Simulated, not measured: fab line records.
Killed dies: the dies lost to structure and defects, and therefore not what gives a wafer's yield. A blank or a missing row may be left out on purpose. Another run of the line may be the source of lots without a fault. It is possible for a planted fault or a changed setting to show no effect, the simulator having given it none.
fab line records    flow n5-finfet
record: lots: 5  wafers: 15  last-day: 19
route steps=1938 shown BEOL_M8@1359
lots with no fault: from the same line, run without faults
start-h: hours from the record's first day to the start of the lot's first wafer shown    wait-h: time in hours since the lot's previous step    " the same as in the row above    L1.1+2: several wafers, shown together as one row    - no value, or no start was given    * or withheld: withheld    < > ~ a bound
route shown NAME@n: NAME is a module with steps in the file, n the number in the route of the first one    usual: average and standard deviation across the fault-free wafers    same: alike in all rows    chamber/n: place in a boat    sites: readings site by site    _std_site: the standard deviation of these    _edge_site: outer sites' mean less inner sites'    radius-mm: how far each site lies from the wafer's centre    mask NAME#n: copy n    behind: the tool/chamber that last shaped the wafer    hold: what put the lot on hold/how long, in hours/how the hold closed    device: the transistor (n, p or np) that didn't switch    end of line: tests run on the same wafers once the route is complete    a step given without rows: its recipe and nothing more    killed: not the wafer's yield, but the dies lost to structure and defects at the first sort    map: per-die view of a wafer (x killed, . not killed, _ where there is no die)
set.NAME: the setting as run; set.NAME@STEP: as run at that earlier step    model.NAME: the simulator's own value behind a step, which no gauge read
a table for each step, a row for each wafer; lots at some steps of the route
services: when a tool's chamber went out of use (start-h, in hours from the record's first day, below 0 if earlier), for how many hours, and the reason
== steps ==
step: N5_BEOL_M8_COAT_22
recipe: resist: CAR-EUV  spin-rpm: 1500  resist-thk-nm: 30
step: N5_BEOL_M8_EBR_24
recipe: solvent: PGMEA  ebr-width-mm: 1.5
step: N5_BEOL_M8_SOFTBAKE_23
recipe: temp-c: 110  time-s: 60  resist: CAR-EUV
step: N5_BEOL_M8_EXPOSE_25
recipe: mask-id: V7  na: 0.33  source-shape: annular  sigma-inner: 0.4  sigma-outer: 0.8  polarization: unpolarized  target-cd-nm: 40  dose-mj: 42.5
step: N5_BEOL_M8_PEB_26
recipe: peb-temp-c: 100  peb-time-s: 60  resist: CAR-EUV
step: N5_BEOL_M8_DEVELOP_27
recipe: develop-time-s: 30  developer: TMAH  resist: CAR-EUV  rinse-liquid: surfactant-rinse  dry: air-spin  dev-temp-c: 23
step: N5_BEOL_M8_CD_MEAS_28
recipe: target-cd-nm: 40  landing-energy-ev: 500  detector: se-inlens
usual: cd-nm: 39.97/0.23
lot.wafer  tool       chamber  start-h  wait-h  cd-nm
L887.1     cd-sem-03  0        261.07   -       40.10
L887.2     "          0        "        "       39.92
L887.4     "          0        "        "       40.12
L890.1     cd-sem-03  0        268.48   -       40.19
L890.3     "          0        "        "       39.87
L890.6     "          0        "        "       40.08
L897.3     cd-sem-01  0        350.52   -       39.87
L897.4     "          0        "        "       39.81
L897.5     "          0        "        "       39.70
L903.2     cd-sem-03  0        386.30   -       40.15
L903.3     "          0        "        "       40.19
L903.6     "          0        "        "       39.98
L905.2     cd-sem-01  0        394.12   -       39.91
L905.3     "          0        "        "       39.71
L905.5     "          0        "        "       39.98
step: N5_BEOL_M8_OVL_MEAS_29
recipe: points-per-wafer: 522
usual: V7_OVL: -0.1/0.7
lot.wafer  tool        chamber  start-h  wait-h  V7_OVL[nm]
L887.1     overlay-01  0        261.10   0.0     -0.8
L887.2     "           0        "        "       -1.0
L887.4     "           0        "        "       0.0
L890.1     overlay-02  0        268.51   0.0     1.1
L890.3     "           0        "        "       0.6
L890.6     "           0        "        "       0.2
L897.3     overlay-01  0        350.56   0.0     0.9
L897.4     "           0        "        "       0.4
L897.5     "           0        "        "       0.6
L903.2     overlay-02  0        386.33   0.0     -1.1
L903.3     "           0        "        "       -0.6
L903.6     "           0        "        "       -1.3
L905.2     overlay-02  0        394.16   0.0     0.0
L905.3     "           0        "        "       0.5
L905.5     "           0        "        "       0.8
step: N5_BEOL_M8_INSPECT_30
recipe: mode: adi  inspect-instrument: brightfield
usual: raw-defect-count: 396/95
lot.wafer  tool               chamber  start-h  wait-h  raw-defect-count
L887.1     defect-inspect-01  -        261.15   0.1     349
L887.2     "                  -        "        "       351
L887.4     "                  -        "        "       354
L890.1     defect-inspect-01  -        268.56   0.1     339
L890.3     "                  -        "        "       340
L890.6     "                  -        "        "       471
L897.3     defect-inspect-01  -        350.61   0.0     359
L897.4     "                  -        "        "       365
L897.5     "                  -        "        "       317
L903.2     defect-inspect-02  -        386.39   0.0     450
L903.3     "                  -        "        "       394
L903.6     "                  -        "        "       393
L905.2     defect-inspect-01  -        394.21   0.0     421
L905.3     "                  -        "        "       403
L905.5     "                  -        "        "       503
step: N5_BEOL_M8_DESCUM_33
recipe: chemistry: O2  time-s: 7  source-power-w: 50  bias-power-w: 20  pressure-mtorr: 20  rf-frequency-hz: 2.712e+07  temp-c: 40  resist: CAR-EUV  o2-flow-sccm: 225
usual: bias-power-w: 19.99/0.064  drypump-motor-current-A: 5.52/0.22  oes-product-au: 0.79/0.09  rf-fwd-power-W: 49.45/0.2  rf-vpp-V: 243.0/1.4  showerhead-plenum-p-Torr: 2.09/0.074  throttle-valve-pct: 20.39/0.26
lot.wafer  tool         chamber  start-h  wait-h  bias-power-w  drypump-motor-current-A  oes-product-au  rf-fwd-power-W  rf-hours-counter-h  rf-vpp-V  showerhead-plenum-p-Torr  throttle-valve-pct
L887.1     rie-diel-03  2        261.19   0.0     19.99         5.60                     0.73            49.11           172                 239.5     1.90                      20.41
L887.2     "            0        "        "       19.96         5.47                     0.71            49.53           190                 241.8     2.09                      20.45
L887.4     "            1        "        "       19.98         5.42                     0.84            49.26           67                  244.9     2.11                      20.02
L890.1     rie-diel-03  2        268.60   0.0     19.99         5.60                     0.73            49.38           174                 241.2     1.90                      20.42
L890.3     "            1        "        "       20.05         5.43                     0.85            49.25           69                  243.0     2.11                      20.04
L890.6     "            0        "        "       19.99         5.46                     0.71            49.51           -                   245.5     2.08                      20.45
L897.3     rie-diel-03  2        350.64   0.0     19.92         5.61                     0.70            49.18           206                 240.5     1.89                      20.45
L897.4     "            1        "        "       20.05         5.45                     0.82            49.10           99                  242.9     2.10                      20.09
L897.5     "            3        "        "       20.01         5.27                     0.80            49.19           -                   245.2     2.11                      20.78
L903.2     rie-diel-06  0        386.42   0.0     20.01         5.54                     0.97            49.09           4                   244.3     2.23                      20.36
L903.3     "            3        "        "       20.05         5.34                     0.73            49.49           200                 243.2     2.08                      20.66
L903.6     "            1        "        "       19.85         5.86                     0.72            49.53           -                   243.1     2.08                      20.03
L905.2     rie-diel-06  0        394.24   0.0     20.08         5.53                     0.96            49.21           7                   246.1     2.23                      20.35
L905.3     "            1        "        "       20.00         5.85                     0.73            49.64           168                 242.5     2.08                      20.03
L905.5     "            2        "        "       19.93         5.31                     1.01            49.55           -                   242.3     2.06                      19.95
step: N5_BEOL_M8_ETCH_72
recipe: chemistry: N2/H2  target: underlayer  target-depth-a: 65  mask-material: CAR-EUV  time-s: 5.2  ion-energy-ev: 200  pressure-mtorr: 30  source-w: 840  bias-w: 150  n2-flow-sccm: 200  h2-flow-sccm: 200  ends: cleared
usual: bias-w: 150.1/0.46  drypump-motor-current-A: 5.52/0.22  etch-rf-on-time-s: 5.23/0.087  oes-product-au: 0.67/0.076  rf-fwd-power-W: 819.2/2.6  rf-vpp-V: 523.6/2.7  showerhead-plenum-p-Torr: 2.53/0.085  throttle-valve-pct: 17.81/0.23
lot.wafer  tool         chamber  start-h  wait-h  bias-w  drypump-motor-current-A  etch-rf-on-time-s  oes-product-au  rf-fwd-power-W  rf-hours-counter-h  rf-vpp-V  showerhead-plenum-p-Torr  throttle-valve-pct
L887.1     rie-diel-03  2        261.22   0.0     149.8   5.60                     5.24               0.61            816.2           172                 519.7     2.33                      17.91
L887.2     "            0        "        "       149.7   5.45                     5.32               0.60            824.4           190                 521.4     2.53                      17.80
L887.4     "            1        "        "       149.9   5.48                     5.20               0.73            818.0           67                  525.0     2.57                      17.52
L890.1     rie-diel-03  2        268.63   0.0     150.3   5.62                     5.29               0.62            815.8           174                 518.4     2.33                      17.87
L890.3     "            1        "        "       149.5   5.49                     5.14               0.73            818.7           69                  525.4     2.57                      17.52
L890.6     "            0        "        "       150.0   5.44                     5.27               0.61            817.8           -                   523.6     2.53                      17.82
L897.3     rie-diel-03  2        350.67   0.0     149.7   5.60                     5.29               0.60            817.1           206                 517.3     2.31                      17.96
L897.4     "            1        "        "       150.4   5.42                     5.30               0.69            816.9           99                  523.1     2.55                      17.54
L897.5     "            3        "        "       150.1   5.25                     5.22               0.67            818.8           -                   525.6     2.56                      18.07
L903.2     rie-diel-06  0        386.45   0.0     149.6   5.51                     5.12               0.83            822.0           4                   526.6     2.70                      17.70
L903.3     "            3        "        "       149.7   5.31                     5.20               0.62            818.3           200                 526.0     2.53                      18.15
L903.6     "            1        "        "       150.0   5.89                     5.22               0.62            821.7           -                   524.6     2.54                      17.64
L905.2     rie-diel-06  0        394.28   0.0     149.8   5.52                     5.20               0.81            813.7           7                   528.5     2.70                      17.69
L905.3     "            1        "        "       150.0   5.89                     5.26               0.62            817.1           168                 523.4     2.53                      17.62
L905.5     "            2        "        "       150.2   5.25                     5.16               0.86            820.3           -                   523.8     2.50                      17.35
step: N5_BEOL_M8_ETCH_65
recipe: chemistry: CF4  target: SiARC  target-depth-a: 156  mask-material: CAR-EUV  time-s: 26  ion-energy-ev: 80  pressure-mtorr: 40  source-w: 545  bias-w: 36  Ar_flow_sccm: 100  cf4-flow-sccm: 100  ends: cleared
usual: bias-w: 35.99/0.11  drypump-motor-current-A: 5.52/0.22  etch-rf-on-time-s: 26.2/0.41  mfc-ar-sccm: 99.98/0.3  oes-product-au: 0.67/0.076  rf-fwd-power-W: 532.4/2  rf-vpp-V: 183.9/1.2  showerhead-plenum-p-Torr: 2.14/0.068  throttle-valve-pct: 15.58/0.25
lot.wafer  tool         chamber  start-h  wait-h  bias-w  drypump-motor-current-A  etch-rf-on-time-s  mfc-ar-sccm  oes-product-au  rf-fwd-power-W  rf-hours-counter-h  rf-vpp-V  showerhead-plenum-p-Torr  throttle-valve-pct
L887.1     rie-diel-03  2        261.24   0.0     35.94   5.61                     26.5               100.48       0.62            531.9           172                 182.4     1.97                      15.73
L887.2     "            0        "        "       36.03   5.46                     26.7               99.63        0.60            532.1           190                 183.7     2.13                      15.68
L887.4     "            1        "        "       35.95   5.43                     26.2               99.23        0.73            532.9           67                  183.3     2.16                      15.22
L890.1     rie-diel-03  2        268.65   0.0     36.00   5.60                     26.2               99.92        0.63            529.9           174                 182.8     1.97                      15.73
L890.3     "            1        "        "       36.16   5.48                     26.0               99.86        0.73            529.6           69                  185.2     2.16                      15.23
L890.6     "            0        "        "       36.14   5.42                     26.4               99.94        0.60            532.7           -                   181.6     2.13                      15.70
L897.3     rie-diel-03  2        350.69   0.0     35.93   5.61                     26.5               99.90        0.60            532.4           206                 180.3     1.96                      15.80
L897.4     "            1        "        "       36.25   5.45                     26.3               99.81        0.69            532.2           99                  184.4     2.15                      15.27
L897.5     "            3        "        "       36.08   5.29                     26.4               99.79        0.68            529.3           -                   184.4     2.15                      15.88
L903.2     rie-diel-06  0        386.47   0.0     36.00   5.54                     26.4               100.22       0.82            532.0           4                   184.9     2.28                      15.44
L903.3     "            3        "        "       35.98   5.34                     26.3               100.35       0.62            529.6           200                 184.4     2.13                      15.84
L903.6     "            1        "        "       36.08   5.86                     26.4               100.42       0.62            533.3           -                   182.9     2.15                      15.37
L905.2     rie-diel-06  0        394.30   0.0     36.08   5.50                     26.1               99.90        0.81            528.4           7                   184.7     2.27                      15.43
L905.3     "            1        "        "       35.92   5.86                     26.0               99.84        0.61            534.0           168                 183.1     2.14                      15.37
L905.5     "            2        "        "       35.98   5.29                     25.9               100.08       0.87            533.9           -                   184.4     2.11                      15.09
step: N5_BEOL_M8_ETCH_66
recipe: chemistry: N2/H2  target: SOC  target-depth-a: 800  overetch-a: 160  mask-material: SiARC  temp-c: 40  time-s: 120  ion-energy-ev: 200  pressure-mtorr: 30  source-w: 840  bias-w: 150  n2-flow-sccm: 200  h2-flow-sccm: 200
usual: bias-w: 150.0/0.46  drypump-motor-current-A: 5.52/0.22  oes-product-au: 0.61/0.065  rf-fwd-power-W: 835.9/2.4  rf-vpp-V: 523.7/2.5  showerhead-plenum-p-Torr: 2.53/0.085  throttle-valve-pct: 17.77/0.23
lot.wafer  tool         chamber  start-h  wait-h  bias-w  drypump-motor-current-A  oes-product-au  rf-fwd-power-W  rf-hours-counter-h  rf-vpp-V  showerhead-plenum-p-Torr  throttle-valve-pct  model.SiARC_of_BEOL_M8_COAT_64.thk-nm
L887.1     rie-diel-03  2        261.27   0.0     149.0   5.62                     0.57            836.0           172                 518.4     2.33                      17.86               6.6
L887.2     "            0        "        "       150.0   5.47                     0.54            834.0           190                 522.2     2.53                      17.80               6.6
L887.4     "            1        "        "       150.8   5.45                     0.65            837.7           67                  525.4     2.57                      17.46               6.4
L890.1     rie-diel-03  2        268.68   0.0     150.1   5.61                     0.55            835.3           174                 518.0     2.33                      17.84               6.6
L890.3     "            1        "        "       150.7   5.45                     0.65            834.3           69                  525.9     2.57                      17.47               6.4
L890.6     "            0        "        "       150.1   5.48                     0.55            840.3           -                   523.5     2.53                      17.77               6.6
L897.3     rie-diel-03  2        350.72   0.0     149.7   5.60                     0.54            834.8           206                 516.7     2.31                      17.91               6.6
L897.4     "            1        "        "       150.7   5.43                     0.63            835.7           99                  522.7     2.55                      17.52               6.4
L897.5     "            3        "        "       119.1   5.32                     0.60            835.5           -                   452.7     2.56                      18.06               8
L903.2     rie-diel-06  0        386.50   0.0     150.4   5.51                     0.73            835.3           4                   527.9     2.70                      17.63               6.4
L903.3     "            3        "        "       149.4   5.33                     0.56            834.0           200                 524.7     2.53                      18.11               6.4
L903.6     "            1        "        "       149.9   5.86                     0.55            835.2           -                   524.8     2.54                      17.60               6.4
L905.2     rie-diel-06  0        394.32   0.0     149.6   5.54                     0.72            835.7           7                   529.0     2.70                      17.64               6.4
L905.3     "            1        "        "       149.4   5.84                     0.56            835.0           168                 523.4     2.53                      17.59               6.4
L905.5     "            2        "        "       150.2   5.28                     0.76            833.9           -                   522.7     2.50                      17.30               6.2
step: N5_BEOL_M8_STRIP_69
recipe: chemistry: N2/H2  temp-c: 40  n2-flow-sccm: 200  h2-flow-sccm: 200  rf-frequency-hz: 6e+07
== services ==
tool         chamber  start-h  hours  kind
rie-diel-06  2        285.04   20.5   repair
rie-diel-03  1        290.99   9.8    repair
rie-diel-06  0        300.01   1.3    repair
rie-diel-06  3        303.75   16.3   repair
rie-diel-06  2        311.68   4.3    repair
rie-diel-06  -        315.30   0.9    repair
rie-diel-06  0        358.73   -      clean
rie-diel-06  0        358.73   -      consumable-replace:focus-ring
rie-diel-06  0        358.73   -      consumable-replace:showerhead
rie-diel-06  0        358.73   18.1   scheduled-down
rie-diel-06  0        358.73   18.1   vent-cycle
rie-diel-03  1        369.64   16.3   repair
rie-diel-06  2        376.91   -      clean
rie-diel-06  2        376.91   -      consumable-replace:focus-ring
rie-diel-06  2        376.91   14.1   scheduled-down
rie-diel-06  2        376.91   14.1   vent-cycle
== key ==
first-sign: step: N5_BEOL_M8_ETCH_66  reading: bias-w  direction: down  sigmas: 68  usual: *  struck: *
effect: step: N5_BEOL_M8_ETCH_66  reading: rf-vpp-V  direction: down  sigmas: 29  usual: 523.7  struck: 452.7
model-effect: step: N5_BEOL_M8_ETCH_66  value: SiARC_of_BEOL_M8_COAT_64.thk-nm  without: 6.4  struck: 8
met-at N5_BEOL_M8_ETCH_66
struck-wafers L897.5
fault: kind: process-parameter-drift  tool: rie-diel-03  chamber: 3  onset-h: 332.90  steps: N5_BEOL_M8_ETCH_66  channel: bias-w  offset: *  shape: step  end-h: 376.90  acts-in: *  stated: *
